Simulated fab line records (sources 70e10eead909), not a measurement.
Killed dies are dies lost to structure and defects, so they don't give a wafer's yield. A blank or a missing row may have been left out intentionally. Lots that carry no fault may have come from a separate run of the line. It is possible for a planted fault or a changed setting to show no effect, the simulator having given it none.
Chamber matching || flow nand-harc || 3 sister chambers for NHARC_P_M2_DEP_33 on pecvd-02
The step deposits SiCN, target thk 30 nm. 6 wafers are shown with their chamber, then 12 later ones without.

== EACH WAFER AND ITS CHAMBER ==
{"wafer": "L085.1", "chamber": 1, "heater-power-w (W)": 434, "susceptor-temp-C (C)": 369.95}
{"wafer": "L085.3", "chamber": 0, "heater-power-w (W)": 538, "susceptor-temp-C (C)": 370.09}
{"wafer": "L085.6", "chamber": 2, "heater-power-w (W)": 552, "susceptor-temp-C (C)": 370.27}
{"wafer": "L088.1", "chamber": 0, "heater-power-w (W)": 503, "susceptor-temp-C (C)": 369.90}
{"wafer": "L088.2", "chamber": 2, "heater-power-w (W)": 631, "susceptor-temp-C (C)": 369.91}
{"wafer": "L088.4", "chamber": 1, "heater-power-w (W)": 519, "susceptor-temp-C (C)": 369.92}

== WAFERS MISSING THEIR CHAMBER ==
{"wafer": "L090.1", "heater-power-w (W)": 586, "susceptor-temp-C (C)": 370.24}
{"wafer": "L090.4", "heater-power-w (W)": 581, "susceptor-temp-C (C)": 369.85}
{"wafer": "L090.6", "heater-power-w (W)": 662, "susceptor-temp-C (C)": 370.26}
{"wafer": "L093.1", "heater-power-w (W)": 592, "susceptor-temp-C (C)": 369.87}
{"wafer": "L093.4", "heater-power-w (W)": 449, "susceptor-temp-C (C)": 370.35}
{"wafer": "L093.5", "heater-power-w (W)": 585, "susceptor-temp-C (C)": 370.02}
{"wafer": "L095.2", "heater-power-w (W)": 462, "susceptor-temp-C (C)": 370.03}
{"wafer": "L095.5", "heater-power-w (W)": 587, "susceptor-temp-C (C)": 370.06}
{"wafer": "L095.6", "heater-power-w (W)": 469, "susceptor-temp-C (C)": 369.81}
{"wafer": "L096.1", "heater-power-w (W)": 662, "susceptor-temp-C (C)": 370.32}
{"wafer": "L096.5", "heater-power-w (W)": 530, "susceptor-temp-C (C)": 370.20}
{"wafer": "L096.6", "heater-power-w (W)": 634, "susceptor-temp-C (C)": 370.29}

== WHICH CHAMBER EACH WENT THROUGH ==
{"wafer": "L090.1", "from the rows above": "can't be placed: 2 or 0 or 1", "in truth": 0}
{"wafer": "L090.4", "from the rows above": "can't be placed: 2 or 0 or 1", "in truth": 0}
{"wafer": "L090.6", "from the rows above": "can't be placed: 2 or 0", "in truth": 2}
{"wafer": "L093.1", "from the rows above": "can't be placed: 2 or 0 or 1", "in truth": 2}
{"wafer": "L093.4", "from the rows above": "can't be placed: 1 or 0 or 2", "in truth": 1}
{"wafer": "L093.5", "from the rows above": "can't be placed: 2 or 0 or 1", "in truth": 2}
{"wafer": "L095.2", "from the rows above": "can't be placed: 1 or 0", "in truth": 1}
{"wafer": "L095.5", "from the rows above": "can't be placed: 2 or 0", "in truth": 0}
{"wafer": "L095.6", "from the rows above": "can't be placed: 1 or 0", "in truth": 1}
{"wafer": "L096.1", "from the rows above": "can't be placed: 2 or 0", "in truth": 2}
{"wafer": "L096.5", "from the rows above": "can't be placed: 0 or 2 or 1", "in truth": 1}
{"wafer": "L096.6", "from the rows above": "can't be placed: 2 or 0", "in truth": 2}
0 of 12 placed correctly. Unplaceable from these rows: 12, with the true chamber sitting among the candidates in 12. Placed wrongly: 0.
How it was worked out, from the rows above alone: a wafer's distance from a chamber is the root of the sum, over the readings, of the square of ((its reading less the chamber's mean) divided by the reading's scatter). The wafer belongs to the nearest chamber; if the next one is less than 2 further off, it can't be placed. The mean given for a chamber averages the wafers shown for that chamber. The scatter: take each reading less its chamber's mean, square it, sum over the shown wafers, divide by the number of wafers less the number of chambers, and take the root.
